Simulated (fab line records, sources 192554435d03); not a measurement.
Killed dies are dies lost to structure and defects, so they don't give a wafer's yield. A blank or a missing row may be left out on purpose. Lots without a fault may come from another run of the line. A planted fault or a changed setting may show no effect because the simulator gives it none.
One fault seen from 3 desks | flow n5_finfet | each desk has only its own numbers; what lay behind them comes last

THE METROLOGY DESK
What the gauges read, lot by lot, whatever tool the lot ran on: means of the sampled wafers that have a number. A lot is out of limits, marked OUT, if its mean lies more than 4 standard deviations from the usual mean; the brackets give that distance. Of its 11 readings 7 are shown: those that lie furthest out on some lot.
Columns: A = FIN_CUT_OVL at N5_FIN_CUT_OVL_MEAS_09, usual 0.4 nm; B = DIBL_N at N5_BEOL_M4_RC_MEAS_101, usual 35.8 mV/V; C = ION_N at N5_BEOL_M4_RC_MEAS_101, usual 672 uA/um; D = ION_P at N5_BEOL_M4_RC_MEAS_101, usual 462 uA/um; E = SS_P at N5_BEOL_M4_RC_MEAS_101, usual 73.1 mV/dec; F = VT_N at N5_BEOL_M4_RC_MEAS_101, usual 251 mV; G = VT_P at N5_BEOL_M4_RC_MEAS_101, usual -251 mV
lot  | first seen here | A   | B    | C   | D   | E    | F   | G
L334 | day 3 09:42     | 0.7 | 37.4 | 684 | 463 | 73.6 | 248 | -252
L338 | day 4 09:44     | 0.9 | 35.2 | 671 | 464 | 72.9 | 252 | -248
L339 | day 4 15:34     | 0.1 | 35.5 | 664 | 453 | 73.0 | 254 | -254
L340 | day 5 00:04     | 0.6 | 35.0 | 679 | 461 | 72.4 | 250 | -251
L344 | day 5 22:27     | 0.6 | 34.3 | 683 | 473 | 73.7 | 250 | -246
L345 | day 6 03:09     | 0.1 | 35.0 | 670 | 458 | 72.9 | 253 | -254
L351 | day 7 15:17     | 1.2 | 36.5 | 683 | 468 | 72.3 | 250 | -248
L352 | day 7 20:46     | 0.6 | 35.0 | 684 | 470 | 72.7 | 247 | -248
This desk's finding: nothing out of limits on any of the 8 lots.

THE TOOL OWNER'S DESK: rie_diel-03
The tool's own readings at N5_FIN_SAQP_ETCH_51 (etches SiARC in CF4, target depth 45.5 nm, time 75.8 s): means of the sampled wafers that have a number, for each lot that ran on this tool. A lot is out of limits, marked OUT, if its mean lies more than 4 standard deviations from the usual mean; the brackets give that distance.
Columns: A = drypump_motor_current_A at N5_FIN_SAQP_ETCH_51, usual 5.6 A; B = etch_rf_on_time_s at N5_FIN_SAQP_ETCH_51, usual 75.4 s; C = oes_product_au at N5_FIN_SAQP_ETCH_51, usual 0.65 a.u.; D = rf_vpp_V at N5_FIN_SAQP_ETCH_51, usual 184.0 V; E = showerhead_plenum_p_Torr at N5_FIN_SAQP_ETCH_51, usual 2.13 Torr; F = throttle_valve_pct at N5_FIN_SAQP_ETCH_51, usual 15.59 %
lot  | first seen here | A   | B    | C    | D     | E    | F
L334 | day 3 05:13     | 6.0 | 75.8 | 0.66 | 183.5 | 2.09 | 15.63
L338 | day 4 04:41     | 5.8 | 73.3 | 0.67 | 183.7 | 2.12 | 15.69
L339 | day 4 10:41     | 6.0 | 74.2 | 0.75 | 183.7 | 2.09 | 15.49
L340 | day 4 17:44     | 5.9 | 73.5 | 0.66 | 184.3 | 2.11 | 15.69
L345 | day 5 22:37     | 6.0 | 74.2 | 0.73 | 183.0 | 2.08 | 15.52
This desk's finding: nothing out of limits on any of the 5 lots.

THE DEFECT DESK
What the inspections along the route counted, lot by lot: means of the sampled wafers that have a number. A lot is out of limits, marked OUT, if its mean lies more than 4 standard deviations from the usual mean; the brackets give that distance.
Columns: A = raw_defect_count at N5_FIN_SAQP_INSPECT_40, usual 224; B = raw_defect_count at N5_FIN_CUT_INSPECT_10, usual 41
lot  | first seen here | A              | B
L334 | day 3 09:22     | 238            | 46
L338 | day 4 09:16     | 233            | 41
L339 | day 4 15:07     | 270            | 57
L340 | day 4 23:37     | 1606 (+24) OUT | 1496 (+99 or more) OUT
L344 | day 5 21:59     | 159            | 40
L345 | day 6 02:49     | 1731 (+26) OUT | 1484 (+99 or more) OUT
L351 | day 7 14:49     | 175            | 41
L352 | day 7 20:26     | 220            | 41
This desk's finding: out of limits on L340, L345; first on L340, day 4 23:37 (raw_defect_count at N5_FIN_SAQP_INSPECT_40). In limits: L334, L338, L339, L344, L351, L352.

PUT TOGETHER
The defect desk could have raised an alarm at day 4 23:37, on L340, L345.
The metrology desk saw nothing out of limits.
The tool owner's desk saw nothing out of limits.
The metrology desk has L340, L345 on record, within its limits.
The tool owner's desk has L340, L345 on record, within its limits.
Of the lots named, all ran N5_FIN_SAQP_ETCH_51 on rie_diel-03.

WHAT THE SIMULATOR HAD PUT IN
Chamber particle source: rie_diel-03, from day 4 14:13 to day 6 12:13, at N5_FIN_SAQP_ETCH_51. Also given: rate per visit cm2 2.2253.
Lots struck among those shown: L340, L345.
Hours from the fault's start to each desk's first reading out of limits: the defect desk, 9.
